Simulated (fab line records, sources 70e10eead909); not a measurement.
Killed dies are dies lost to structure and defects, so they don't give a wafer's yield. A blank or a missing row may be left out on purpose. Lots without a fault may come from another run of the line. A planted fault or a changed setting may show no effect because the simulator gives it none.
Chamber matching | flow nand_harc | NHARC_A_CONTACT_DEP_85 on pecvd-03: 3 sister chambers
The step deposits SiON, target thk 50 nm. 30 wafers are shown with their chamber, then 12 later ones without.

WAFERS WITH THEIR CHAMBER
wafer  | chamber | showerhead_vpp_V (V) | heater_power_w (W)
L075.3 | 1       | 1182                 | 726
L075.4 | 0       | 1119                 | 621
L075.5 | 1       | 1169                 | 747
L074.2 | 0       | 1124                 | 621
L074.5 | 2       | 1148                 | 703
L074.6 | 1       | 1154                 | 785
L076.1 | 0       | 1090                 | 661
L076.2 | 2       | 1129                 | 768
L076.5 | 1       | 1176                 | 843
L080.3 | 1       | 1179                 | 792
L080.4 | 0       | 1122                 | 629
L080.5 | 1       | 1179                 | 789
L082.2 | 1       | 1166                 | 815
L082.3 | 0       | 1106                 | 670
L082.4 | 0       | 1109                 | 667
L083.1 | 0       | 1124                 | 644
L083.2 | 1       | 1154                 | 753
L083.6 | 1       | 1163                 | 741
L086.2 | 0       | 1134                 | 584
L086.5 | 1       | 1177                 | 763
L086.6 | 0       | 1125                 | 593
L088.1 | 1       | 1166                 | 729
L088.4 | 0       | 1132                 | 647
L088.6 | 2       | 1147                 | 698
L090.2 | 1       | 1166                 | 839
L090.4 | 0       | 1093                 | 624
L090.5 | 1       | 1165                 | 854
L091.2 | 1       | 1164                 | 808
L091.3 | 0       | 1109                 | 532
L091.5 | 2       | 1134                 | 769

SIGNATURES (means of the wafers above)
reading          | chamber 0 | chamber 1 | chamber 2 | scatter within a chamber
showerhead_vpp_V | 1115.58   | 1168.57   | 1139.50   | 11.4
heater_power_w   | 624.42    | 784.57    | 734.50    | 41.3
Rule: a wafer's distance from a chamber is the root of the sum, over the readings, of the square of ((its reading less the chamber's mean) divided by the reading's scatter). The wafer belongs to the nearest chamber; if the next one is less than 2 further off, it can't be placed. The scatter: the root of (the sum of the squares of (reading less its chamber's mean) over the shown wafers, divided by (wafers less chambers)).

WAFERS WITHOUT THEIR CHAMBER
wafer  | showerhead_vpp_V (V) | heater_power_w (W)
L094.1 | 1163                 | 758
L094.4 | 1134                 | 515
L094.5 | 1173                 | 761
L092.1 | 1135                 | 740
L092.3 | 1162                 | 787
L092.6 | 1177                 | 753
L096.2 | 1171                 | 756
L096.3 | 1155                 | 783
L096.4 | 1157                 | 795
L097.1 | 1114                 | 603
L097.2 | 1136                 | 858
L097.4 | 1174                 | 729

WHICH CHAMBER EACH WENT THROUGH
wafer  | from the rows above     | in truth
L094.1 | can't be placed: 1 or 2 | 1
L094.4 | 0                       | 0
L094.5 | 1                       | 1
L092.1 | 2                       | 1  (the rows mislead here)
L092.3 | can't be placed: 1 or 2 | 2
L092.6 | 1                       | 1
L096.2 | 1                       | 1
L096.3 | can't be placed: 1 or 2 | 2
L096.4 | can't be placed: 1 or 2 | 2
L097.1 | 0                       | 0
L097.2 | can't be placed: 2 or 1 | 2
L097.4 | can't be placed: 1 or 2 | 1
Placed correctly: 5 of 12. Can't be placed from these rows: 6 (the true chamber is among the candidates in 6). Placed wrongly: 1.
